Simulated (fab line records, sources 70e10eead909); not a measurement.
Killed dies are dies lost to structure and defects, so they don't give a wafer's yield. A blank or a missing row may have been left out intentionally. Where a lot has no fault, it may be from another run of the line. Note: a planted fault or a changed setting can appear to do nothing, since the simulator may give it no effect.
Struck lot and sound lot, side by side || flow nand harc || 38 steps out of a route of 1302
Sound: wafers L301.4, L301.5, L301.6. The struck wafers were L294.1, L294.2, L294.4. The cause is given at the end.
Each step with rows lists, per side, the tool, then ch with its chambers, then its first start. Under that, the readings that differ: sound wafers || struck wafers || difference of the means || sigmas: that difference in standard deviations of wafers without a fault.
alike: a reading whose means differ by less than 2 such deviations, as well as words and numbers matching on both sides. not compared: withheld readings; readings where some wafer has no value; bounds like >300 that might hide an equal value; numbers whose values overlap and for which the record gives no deviation.
Wherever a step has rows on one side only, a row that says differs or no value, or a row with sigmas, the two part there. Numbers that don't overlap but have no deviation are shown without sigmas and don't part them. A reading missing from all wafers of one side parts the sides only when that side holds two or more wafers.

NHARC_A_BONDPAD_OVL_MEAS_35:
  sound on overlay-01, day 30 17:20; struck on overlay-02, day 27 16:53
  alike: overlay x nm, overlay y nm
then, 1 step without rows for these wafers: NHARC_A_BONDPAD_HARDBAKE_10 (time 65 s).
NHARC_A_BONDPAD_DESCUM_11: chemistry O2, time 3 s.
  sound on rie diel-10 ch 0,1,2, day 30 17:29; struck on rie diel-13 ch 0,2,3, day 27 17:01
  alike: drypump motor current A, oes product au, rf vpp V, showerhead plenum p Torr, throttle valve pct
  not compared: rf hours counter h
NHARC_A_BONDPAD_ETCH_34: etches the open film in N2/H2, target depth 60 nm, overetch 18 nm, time 65.91 s.
  sound on rie diel-10 ch 1,2, day 30 17:33; struck on rie diel-13 ch 0,1,3, day 27 17:06
  alike: drypump motor current A, h2 flow sccm, oes product au, rf vpp V, showerhead plenum p Torr, throttle valve pct
  not compared: rf hours counter h
NHARC_A_BONDPAD_ETCH_12: etches the open film in CHF3/O2, target depth 220 nm, time 110 s.
  sound: rie diel-10 ch 0,1,3; struck: rie diel-13 ch 1,2,3
  alike: drypump motor current A, oes product au, rf vpp V, showerhead plenum p Torr, throttle valve pct
  not compared: rf hours counter h
NHARC_A_BONDPAD_CD_MEAS_13:
  sound on cd sem-02, day 30 17:47; struck on cd sem-01, day 27 17:20
{"reading": "cd nm (nm)", "sound": "492.2 493.5 494.7", "struck": "502.7 500.5 501.7", "difference": "+8.2", "sigmas": "+3"}
NHARC_A_BONDPAD_STRIP_15: strips in O2.
  sound on rie diel-13 ch 0,1,3, day 30 17:54; struck on rie diel-10 ch 0,1,2, day 27 17:25
  alike: drypump motor current A, oes product au, rf vpp V, showerhead plenum p Torr, throttle valve pct
  not compared: rf hours counter h
then, 4 steps without rows for these wafers: NHARC_A_BONDPAD_ETCH_24 (etches the open film in CF4/N2, target depth 30 nm, time 72.99 s); NHARC_A_BONDPAD_STRIP_16 (strips in post etch residue remover, time 600 s); NHARC_A_BONDPAD_DEGAS_25 (time 60 s); NHARC_A_BONDPAD_PRE_CLEAN_26 (time 30 s).
NHARC_A_BONDPAD_PVD_17: deposits TaN, target thk 5 nm, time 8.06 s.
  sound on pvd sputter-03; struck on pvd sputter-01
  alike: throttle valve pct
NHARC_A_BONDPAD_PVD_27: deposits Cu, target thk 30 nm, time 20.49 s.
  sound on pvd sputter-03, day 30 18:40; struck on pvd sputter-01, day 27 18:11
  alike: throttle valve pct
then, 9 steps without rows for these wafers: NHARC_A_BONDPAD_ECD_18 (material Cu, target thk 400 nm); NHARC_A_BONDPAD_ANNEAL_28 (time 90 s); NHARC_A_BONDPAD_CMP_19 (polishes, t overpolish 30 s, cu recess touch 16 s, target thk 169.82 nm); NHARC_A_BONDPAD_SRD_21 (time 30 s, dry time 20 s); NHARC_HYBRID_BOND_ACTIVATE_00 (chemistry N2, time 60 s); NHARC_HYBRID_BOND_PRECLEAN_01 (cleans in DIW, time 300 s); NHARC_HYBRID_BOND_SRD_02 (time 30 s, dry time 20 s); NHARC_HYBRID_BOND_BOND_03; NHARC_HYBRID_BOND_ANNEAL_04 (time 7200 s).
NHARC_HYBRID_BOND_OVL_MEAS_05:
  sound on overlay-01, day 31 07:11; struck on overlay-02, day 28 05:41
  alike: overlay x nm, overlay y nm
then, 2 steps without rows for these wafers: NHARC_THIN_TSV_GRIND_00; NHARC_THIN_TSV_CMP_01 (polishes).
NHARC_THIN_TSV_THK_MEAS_02: measures by ir.
  sound on film metro-02, day 31 08:52; struck on film metro-02, day 28 07:23
  alike: thk nm
then, 11 steps without rows for these wafers: NHARC_THIN_TSV_SRD_03; NHARC_THIN_TSV_PRECLEAN_41 (cleans in SC1); NHARC_THIN_TSV_SRD_42; NHARC_THIN_TSV_DEP_43 (deposits SiO2, target thk 1328.5 nm); NHARC_THIN_TSV_DEHYDRATE_04 (time 120 s); NHARC_THIN_TSV_HMDS_05 (time 30 s); NHARC_THIN_TSV_COAT_06; NHARC_THIN_TSV_SOFTBAKE_07 (time 95 s); NHARC_THIN_TSV_EBR_08; NHARC_THIN_TSV_EXPOSE_09 (exposes mask TSV); NHARC_THIN_TSV_PEB_10 (peb time 85 s).
NHARC_END_SORT_01:
  sound on prober-01 ch 0, day 32 03:26; struck on prober-01 ch 0, day 29 00:16
{"reading": "defect limited yield (%)", "sound": "96.5 92.2 90.4", "struck": "84.0 81.8 83.0", "difference": -10.1, "sigmas": -3}
{"reading": "killed at array", "sound": "20 52 61", "struck": "105 121 113", "difference": "+69", "sigmas": "+3"}
{"reading": "killed dies", "sound": "24 53 65", "struck": "108 123 115", "difference": "+68", "sigmas": "+3"}
{"reading": "sort_bin_2_pct (%)", "sound": "1.6 3.1 4.9", "struck": "6.2 7.8 7.1", "difference": "+3.8", "sigmas": "+3"}
{"reading": "sort_bin_3_pct (%)", "sound": "0.3 0.9 0.7", "struck": "5.3 3.4 4.4", "difference": "+3.7", "sigmas": "+10"}
{"reading": "sort n pass", "sound": "653 624 612", "struck": "569 554 562", "difference": -68, "sigmas": -3}
{"reading": "sort yield pct (%)", "sound": "96.5 92.2 90.4", "struck": "84.0 81.8 83.0", "difference": -10.1, "sigmas": -3}
  alike: killed at other, killed at periphery, killed open, killed short, sort_bin_4_pct, sort rim yield pct

== WHERE THEY PART ==
Earliest at NHARC_A_BONDPAD_CD_MEAS_13; latest, in this record, at NHARC_END_SORT_01.

WHY: what had been put in by the simulator
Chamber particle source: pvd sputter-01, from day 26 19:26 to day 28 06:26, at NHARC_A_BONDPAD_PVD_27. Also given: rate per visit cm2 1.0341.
